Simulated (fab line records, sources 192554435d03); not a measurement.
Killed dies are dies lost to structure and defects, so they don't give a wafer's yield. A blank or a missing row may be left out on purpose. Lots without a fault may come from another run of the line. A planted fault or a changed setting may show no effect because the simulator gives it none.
Chamber matching | flow n5_finfet | N5_HKMG_FIN_ALD_75 on ald_hk-02: 4 sister chambers
The step deposits Al2O3, target thk 1 nm, co reactant pulse time 1 s. 8 wafers are shown with their chamber, then 7 later ones without.

WAFERS WITH THEIR CHAMBER
wafer  | chamber | heater_power_w (W) | precursor_pulse_height_rel
L075.6 | 2       | 164                | 0.998
L076.5 | 0       | 143                | 1.037
L078.1 | 0       | 141                | 0.968
L079.2 | 3       | 124                | 0.995
L079.4 | 1       | 133                | 1.002
L079.5 | 2       | 162                | 1.001
L090.3 | 3       | 127                | 0.973
L090.4 | 1       | 134                | 0.992

WAFERS WITHOUT THEIR CHAMBER
wafer  | heater_power_w (W) | precursor_pulse_height_rel
L090.6 | 169                | 0.978
L092.1 | 133                | 1.024
L092.2 | 121                | 1.000
L092.3 | 144                | 0.991
L093.3 | 130                | 0.990
L093.4 | 168                | 1.001
L093.6 | 163                | 0.976

WHICH CHAMBER EACH WENT THROUGH
wafer  | from the rows above     | in truth
L090.6 | 2                       | 2
L092.1 | 1                       | 1
L092.2 | 3                       | 3
L092.3 | 0                       | 0
L093.3 | can't be placed: 1 or 3 | 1
L093.4 | 2                       | 2
L093.6 | 2                       | 2
Placed correctly: 6 of 7. Can't be placed from these rows: 1 (the true chamber is among the candidates in 1). Placed wrongly: 0.
How it was worked out, from the rows above alone: a wafer's distance from a chamber is the root of the sum, over the readings, of the square of ((its reading less the chamber's mean) divided by the reading's scatter). The wafer belongs to the nearest chamber; if the next one is less than 2 further off, it can't be placed. A chamber's mean is the mean of its shown wafers. The scatter: the root of (the sum of the squares of (reading less its chamber's mean) over the shown wafers, divided by (wafers less chambers)).
